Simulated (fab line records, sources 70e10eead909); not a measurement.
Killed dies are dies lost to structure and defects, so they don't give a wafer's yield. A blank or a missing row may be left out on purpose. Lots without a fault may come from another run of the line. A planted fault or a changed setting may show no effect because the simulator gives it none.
Chamber matching | flow nand_harc | NHARC_A_BONDPAD_ETCH_12 on rie_diel-11: 4 sister chambers
The step etches the open film in CHF3/O2, target depth 220 nm, time 110 s. 22 wafers are shown with their chamber, then 11 later ones without.

WAFERS WITH THEIR CHAMBER
wafer  | chamber | drypump_motor_current_A (A) | rf_vpp_V (V) | rf_fwd_power_W (W)
L890.2 | 1       | 6.2                         | 370.0        | 498.3
L890.3 | 3       | 5.6                         | 372.9        | 499.5
L890.6 | 1       | 6.2                         | 367.7        | 497.1
L891.2 | 1       | 6.2                         | 368.5        | 496.6
L891.5 | 2       | 6.5                         | 375.0        | 495.5
L891.6 | 1       | 6.2                         | 369.0        | 493.7
L894.2 | 0       | 5.9                         | 367.2        | 495.6
L894.3 | 1       | 6.2                         | 367.7        | 495.8
L894.6 | 1       | 6.2                         | 368.3        | 496.3
L893.1 | 1       | 6.2                         | 368.6        | 496.1
L893.3 | 2       | 6.6                         | 375.2        | 497.0
L893.4 | 0       | 5.9                         | 367.0        | 496.4
L892.1 | 3       | 5.7                         | 373.6        | 497.2
L892.3 | 2       | 6.5                         | 372.5        | 498.8
L892.4 | 0       | 5.9                         | 366.4        | 495.5
L895.2 | 3       | 5.7                         | 372.9        | 496.6
L895.3 | 1       | 6.2                         | 369.9        | 497.8
L895.6 | 0       | 5.9                         | 365.2        | 497.1
L897.1 | 0       | 5.9                         | 367.1        | 495.5
L897.2 | 3       | 5.7                         | 372.4        | 497.4
L897.6 | 2       | 6.5                         | 373.2        | 496.1
L900.1 | 3       | 5.7                         | 373.6        | 496.6

SIGNATURES (means of the wafers above)
reading                 | chamber 0 | chamber 1 | chamber 2 | chamber 3 | scatter within a chamber
drypump_motor_current_A | 5.900     | 6.200     | 6.525     | 5.680     | 0.0293
rf_vpp_V                | 366.580   | 368.712   | 373.975   | 373.080   | 0.9
rf_fwd_power_W          | 496.020   | 496.463   | 496.850   | 497.460   | 1.24
Rule: a wafer's distance from a chamber is the root of the sum, over the readings, of the square of ((its reading less the chamber's mean) divided by the reading's scatter). The wafer belongs to the nearest chamber; if the next one is less than 2 further off, it can't be placed. The scatter: the root of (the sum of the squares of (reading less its chamber's mean) over the shown wafers, divided by (wafers less chambers)).

WAFERS WITHOUT THEIR CHAMBER
wafer  | drypump_motor_current_A (A) | rf_vpp_V (V) | rf_fwd_power_W (W)
L900.2 | 5.8                         | 368.8        | 495.6
L900.6 | 5.9                         | 366.6        | 498.0
L899.1 | 6.5                         | 374.0        | 500.0
L899.4 | 5.9                         | 367.8        | 496.1
L899.6 | 5.6                         | 373.3        | 497.9
L901.1 | 6.0                         | 367.5        | 493.7
L901.2 | 6.2                         | 369.7        | 498.0
L901.6 | 6.5                         | 373.3        | 497.5
L902.2 | 6.0                         | 368.4        | 494.8
L902.3 | 6.3                         | 368.7        | 497.1
L902.5 | 5.6                         | 373.5        | 493.3

WHICH CHAMBER EACH WENT THROUGH
wafer  | from the rows above | in truth
L900.2 | 0                   | 0
L900.6 | 0                   | 0
L899.1 | 2                   | 2
L899.4 | 0                   | 0
L899.6 | 3                   | 3
L901.1 | 0                   | 0
L901.2 | 1                   | 1
L901.6 | 2                   | 2
L902.2 | 0                   | 0
L902.3 | 1                   | 1
L902.5 | 3                   | 3
Placed correctly: 11 of 11. Can't be placed from these rows: 0. Placed wrongly: 0.
